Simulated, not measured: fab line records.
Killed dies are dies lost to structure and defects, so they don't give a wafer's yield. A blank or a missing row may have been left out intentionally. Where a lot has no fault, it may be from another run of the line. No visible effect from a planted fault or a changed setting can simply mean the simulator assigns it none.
A struck lot beside a sound one | flow nand_harc | 38 out of 1159 route steps
Sound: the wafers L580.3, L580.4, L580.5. Struck: wafers L574.1, L574.2, L574.4. At the end, the cause is stated.
Per side, at each step with rows, come the tool, then ch with its chambers, and then its first start. Under that, the readings that differ: sound wafers | struck wafers | difference of the means | sigmas: that difference in standard deviations of wafers without a fault.
alike: readings with means less than 2 such deviations apart, plus words and numbers identical on both sides. not compared: withheld readings, readings lacking a value on some wafer, bounds such as >300 that could conceal the same value, and numbers that have no deviation in the record and whose values overlap.
The two part at a step that has a row with sigmas, a row that says differs or no value, or rows on one side only. When numbers do not overlap yet have no deviation, they are printed without sigmas and do not part them. A reading missing from all wafers of one side parts the sides only when that side holds two or more wafers.

first, 8 steps without rows for these wafers: NHARC_A_STAIRCASE_HMDS_434 (time 30 s); NHARC_A_STAIRCASE_COAT_435; NHARC_A_STAIRCASE_SOFTBAKE_436 (time 170 s); NHARC_A_STAIRCASE_EBR_437; NHARC_A_STAIRCASE_EXPOSE_438 (exposes mask STAIR REV); NHARC_A_STAIRCASE_PEB_439 (peb time 130 s); NHARC_A_STAIRCASE_DEVELOP_440 (time 140 s); NHARC_A_STAIRCASE_HARDBAKE_442 (time 140 s).
NHARC_A_STAIRCASE_DESCUM_443: chemistry O2, time 3 s.
  sound on rie_diel-01 ch 0,1, day 18 04:57; struck on rie_diel-02 ch 1,2,3, day 16 18:07
  alike: drypump_motor_current_A, oes_product_au, rf_vpp_V, showerhead_plenum_p_Torr, throttle_valve_pct
  not compared: rf_hours_counter_h
then, 1 step without rows for these wafers: NHARC_A_STAIRCASE_ETCH_444 (etches the open film in C4F8/O2, target depth 10200 nm, time 3400 s).
NHARC_A_STAIRCASE_STRIP_446: strips in O2.
  sound on plasma_asher-01 ch 0,1, day 18 07:24; struck on plasma_asher-02 ch 0,1, day 16 20:27
  alike: drypump_motor_current_A, heater_power_w
  not compared: rf_hours_counter_h
then, 3 steps without rows for these wafers: NHARC_A_STAIRCASE_STRIP_447 (strips in SPM, time 900 s); NHARC_A_STAIRCASE_PRECLEAN_448 (cleans in SC1); NHARC_A_STAIRCASE_SRD_449.
NHARC_A_STAIRCASE_CMP_450: polishes SiO2, target thk 200 nm.
  sound on cmp-01 ch 2,3, day 18 08:11; struck on cmp-02 ch 1,2,3, day 16 21:16
  alike: motor_current_A, retaining_ring_pressure_frac
NHARC_A_STAIRCASE_CMP_152: polishes.
  sound on cmp-01 ch 2,3, day 18 08:16; struck on cmp-02 ch 1,2,3, day 16 21:20
  alike: motor_current_A, retaining_ring_pressure_frac
then, 4 steps without rows for these wafers: NHARC_A_STAIRCASE_SRD_154; NHARC_A_STAIRCASE_ETCH_403 (etches SiO2 in dHF, target depth 108.2 nm); NHARC_A_STAIRCASE_ETCHBACK_422 (etches the open film in CH3F/O2, target depth 40 nm, time 74.286 s); NHARC_A_STAIRCASE_ETCH_423 (etches SiO2 in dHF, target depth 30 nm).
NHARC_A_STAIRCASE_ETCHBACK_157: etches the open film in CH3F/O2, target depth 90 nm, time 167.14 s.
  sound on rie_diel-02 ch 0,1, day 18 09:05; struck on rie_diel-02 ch 0,1,3, day 16 22:09
  alike: drypump_motor_current_A, oes_product_au, rf_vpp_V, showerhead_plenum_p_Torr, throttle_valve_pct
  not compared: rf_hours_counter_h
then, 1 step without rows for these wafers: NHARC_A_STAIRCASE_STRIP_475 (strips in O2, time 20 s).
NHARC_A_STAIRCASE_DEP_471: deposits SiO2, target thk 100 nm.
  sound on pecvd-04 ch 0,1,2, day 18 09:22; struck on pecvd-03 ch 1,2, day 16 22:28
  alike: heater_power_w, throttle_valve_pct
then, 13 steps without rows for these wafers: NHARC_A_STAIRCASE_CMP_472 (polishes SiO2); NHARC_A_STAIRCASE_SRD_474; NHARC_A_SGD_CUT_DEP_00 (deposits SiNx, target thk 50 nm); NHARC_A_SGD_CUT_DEHYDRATE_01 (time 120 s); NHARC_A_SGD_CUT_HMDS_02 (time 30 s); NHARC_A_SGD_CUT_COAT_56 (time 75 s); NHARC_A_SGD_CUT_COAT_57 (time 65 s); NHARC_A_SGD_CUT_COAT_03 (resist thk 90 nm); NHARC_A_SGD_CUT_SOFTBAKE_04 (time 55 s); NHARC_A_SGD_CUT_EBR_05; NHARC_A_SGD_CUT_EXPOSE_06 (exposes mask SGD); NHARC_A_SGD_CUT_PEB_07 (peb time 65 s); NHARC_A_SGD_CUT_DEVELOP_08 (develop time 35 s).
NHARC_A_SGD_CUT_CD_MEAS_09: the cd target is 100 nm.
  sound on cd_sem-03 ch 0, day 18 10:47; struck on cd_sem-02 ch 0, day 17 00:03
  alike: cd_nm
-- break in the record here, with 6 days between the starts of the struck wafers on either side (left off in module A_SGD_CUT, picked up again in module END, where the first step shown is number 1159 on the route) --
NHARC_END_SORT_01:
  at this point the record logs the struck wafers (prober-01 ch 0, day 22 13:47) and has no rows for the sound ones

== WHERE THEY PART ==
NHARC_END_SORT_01 only, going by this record.

WHY: what the simulator had put in
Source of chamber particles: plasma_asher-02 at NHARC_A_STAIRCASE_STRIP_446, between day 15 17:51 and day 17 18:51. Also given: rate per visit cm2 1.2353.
